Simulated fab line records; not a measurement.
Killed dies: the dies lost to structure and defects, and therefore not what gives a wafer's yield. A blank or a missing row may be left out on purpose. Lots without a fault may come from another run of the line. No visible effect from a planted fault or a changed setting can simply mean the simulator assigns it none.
Matching of chambers | flow n5-finfet | N5_BEOL_M10_PECVD_70 on pecvd-01 has 3 sister chambers
The step deposits SiO2 from TEOS/O2, target thk 20 nm, time 22.7 s. 3 wafers are shown with their chamber, then 9 later ones without.

== EACH WAFER AND ITS CHAMBER ==
wafer  | chamber | throttle-valve-pct (%)
L079.4 | 2       | 21.1
L088.4 | 1       | 25.7
L088.6 | 0       | 22.9

== WAFERS WITH NO CHAMBER GIVEN ==
wafer  | throttle-valve-pct (%)
L090.1 | 22.8
L090.5 | 23.0
L090.6 | 25.6
L094.2 | 22.8
L094.4 | 25.4
L094.5 | 21.5
L095.1 | 22.9
L095.3 | 21.7
L095.6 | 21.3

== EACH ONE'S CHAMBER ==
wafer  | from the rows above | in truth
L090.1 | 0                   | 0
L090.5 | 0                   | 0
L090.6 | 1                   | 1
L094.2 | 0                   | 0
L094.4 | 1                   | 1
L094.5 | 2                   | 2
L095.1 | 0                   | 0
L095.3 | 2                   | 2
L095.6 | 2                   | 2
Correct placement for 9 of the 9. From these rows, 0 cannot be placed. 0 placed wrongly.
How it was worked out, from the rows above alone: a wafer's distance from a chamber is the root of the sum, over the readings, of the square of ((its reading less the chamber's mean) divided by the reading's scatter). The wafer belongs to the nearest chamber; if the next one is less than 2 further off, it can't be placed. Each chamber's mean is taken over the wafers shown for it. The scatter: with one shown wafer a chamber, the root of the mean of the squares of how far each hidden wafer lies from its nearest shown one.
